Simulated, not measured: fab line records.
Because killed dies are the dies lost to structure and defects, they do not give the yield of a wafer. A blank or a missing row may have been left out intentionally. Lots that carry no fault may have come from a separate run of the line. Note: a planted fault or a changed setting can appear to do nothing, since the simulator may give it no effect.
Struck lot and sound lot, side by side	flow n5_finfet	14 steps out of a route of 1938
Sound: these wafers, L778.2, L778.3, L778.4. Struck: wafer L783.3 (L783.1, L783.2, from the same lot, were not struck and are left out); the cause is given at the end.
Each step with rows lists, per side, the tool, then ch with its chambers, then its first start. Under that, the readings that differ: sound wafers	struck wafers	difference of the means	sigmas: that difference in standard deviations of wafers without a fault.
alike: readings whose means differ by less than 2 such deviations, and words and numbers that are the same on both sides. not compared: withheld readings, readings that some wafer has no value for, bounds like >300 that may hide the same value, and numbers for which the record gives no deviation and whose values overlap.
A row with sigmas, a row that says differs or no value, or rows on one side alone: a step with any of these is where the two part. Numbers that have no deviation but don't overlap get no sigmas and don't part them. A reading missing from all wafers of one side parts the sides only when that side holds two or more wafers.

first, 1 step without rows for these wafers: N5_BEOL_M10_DEVELOP_27 (develop time 30 s).
N5_BEOL_M10_CD_MEAS_28: the cd target is 70 nm.
  sound on cd_sem-03 ch 0, day 12 03:37; struck on cd_sem-01 ch 0, day 13 07:01
  alike: cd_nm
N5_BEOL_M10_OVL_MEAS_29:
  sound on overlay-02 ch 0, day 12 03:39; struck on overlay-01 ch 0, day 13 07:02
  alike: V9_OVL
N5_BEOL_M10_INSPECT_30: inspects for defects (brightfield).
  struck on defect_inspect-01, day 13 07:04; sound on defect_inspect-02, day 12 03:40
reading	sound	struck	difference	sigmas
raw_defect_count	414 439 343	587	+188	+2
then, 1 step without rows for these wafers: N5_BEOL_M10_DESCUM_33 (chemistry O2, time 7.9 s).
N5_BEOL_M10_ETCH_65: etches SiARC in CF4, target depth 39 nm, time 65 s.
  sound on rie_diel-01 ch 0,1,2, day 12 04:07; struck on rie_diel-02 ch 3, day 13 07:08
reading	sound	struck	difference	sigmas
drypump_motor_current_A (A)	5.6 6.2 5.7	4.9	-0.9	-2
rf_hours_counter_h (h)	121 158 128	89	-47	
  alike: cf4_flow_sccm, etch_rf_on_time_s, oes_product_au, rf_vpp_V, showerhead_plenum_p_Torr, throttle_valve_pct
N5_BEOL_M10_ETCH_66: etches SOC in N2/H2, target depth 120 nm, overetch 24 nm, time 180 s.
  sound on rie_diel-01 ch 0,1,2, day 12 04:10; struck on rie_diel-02 ch 3, day 13 07:11
reading	sound	struck	difference	sigmas
drypump_motor_current_A (A)	5.7 6.2 5.8	4.9	-1.0	-2
rf_hours_counter_h (h)	121 158 128	89	-47	
throttle_valve_pct (%)	17.72 17.85 17.46	18.04	+0.36	+2
  alike: oes_product_au, rf_vpp_V, showerhead_plenum_p_Torr, temp_c
then, 3 steps without rows for these wafers: N5_BEOL_M10_STRIP_69 (strips in N2/H2); N5_BEOL_M10_VIA_ETCH_34 (etches SiCOH lowk in C4F6/O2, target depth 184.5 nm, time 69.2 s); N5_BEOL_M10_STRIP_73 (strips in C4F6/O2).
N5_BEOL_M10_STRIP_36: strips in N2/H2.
  sound on rie_diel-01 ch 0,1,2, day 12 04:21; struck on rie_diel-02 ch 3, day 13 07:22
reading	sound	struck	difference	sigmas
drypump_motor_current_A (A)	5.6 6.3 5.7	4.9	-1.0	-2
rf_hours_counter_h (h)	121 158 128	89	-47	
throttle_valve_pct (%)	23.43 23.47 23.04	23.99	+0.68	+3
  alike: oes_product_au, rf_vpp_V, showerhead_plenum_p_Torr, temp_c
N5_BEOL_M10_TRENCH_ETCH_37: etches SiCOH lowk in C4F6/O2, target depth 148.83 nm, time 48 s.
  sound on rie_diel-01 ch 0,1,2; struck on rie_diel-02 ch 3
reading	sound	struck	difference	sigmas
drypump_motor_current_A (A)	5.6 6.2 5.7	4.9	-0.9	-2
rf_hours_counter_h (h)	121 158 128	89	-47	
  alike: oes_product_au, rf_vpp_V, showerhead_plenum_p_Torr, throttle_valve_pct
N5_BEOL_M10_ETCH_41: etches SiCN in CH3F/O2, target depth 42.6 nm, time 86 s.
  sound on rie_diel-01 ch 0,1,2, day 12 04:26; struck on rie_diel-02 ch 3, day 13 07:27
reading	sound	struck	difference	sigmas
drypump_motor_current_A (A)	5.6 6.2 5.8	4.8	-1.1	-2
rf_hours_counter_h (h)	121 158 128	89	-47	
model.etch.depth_nm (nm)	32.59 33.23 32.69	26.69	-6.15	
  alike: oes_product_au, rf_vpp_V, showerhead_plenum_p_Torr, throttle_valve_pct
N5_BEOL_M10_STRIP_77: strips in N2/H2, time 10 s.
  sound on rie_diel-01 ch 0,1,2; struck on rie_diel-02 ch 3
reading	sound	struck	difference	sigmas
drypump_motor_current_A (A)	5.6 6.2 5.8	4.9	-1.0	-2
rf_hours_counter_h (h)	121 158 128	89	-47	
throttle_valve_pct (%)	23.47 23.50 23.09	23.97	+0.62	+2
  alike: oes_product_au, rf_vpp_V, showerhead_plenum_p_Torr, temp_c

WHERE THEY PART
At N5_BEOL_M10_INSPECT_30 first; at N5_BEOL_M10_STRIP_77 last (within this record only).

WHY: what had been put in by the simulator
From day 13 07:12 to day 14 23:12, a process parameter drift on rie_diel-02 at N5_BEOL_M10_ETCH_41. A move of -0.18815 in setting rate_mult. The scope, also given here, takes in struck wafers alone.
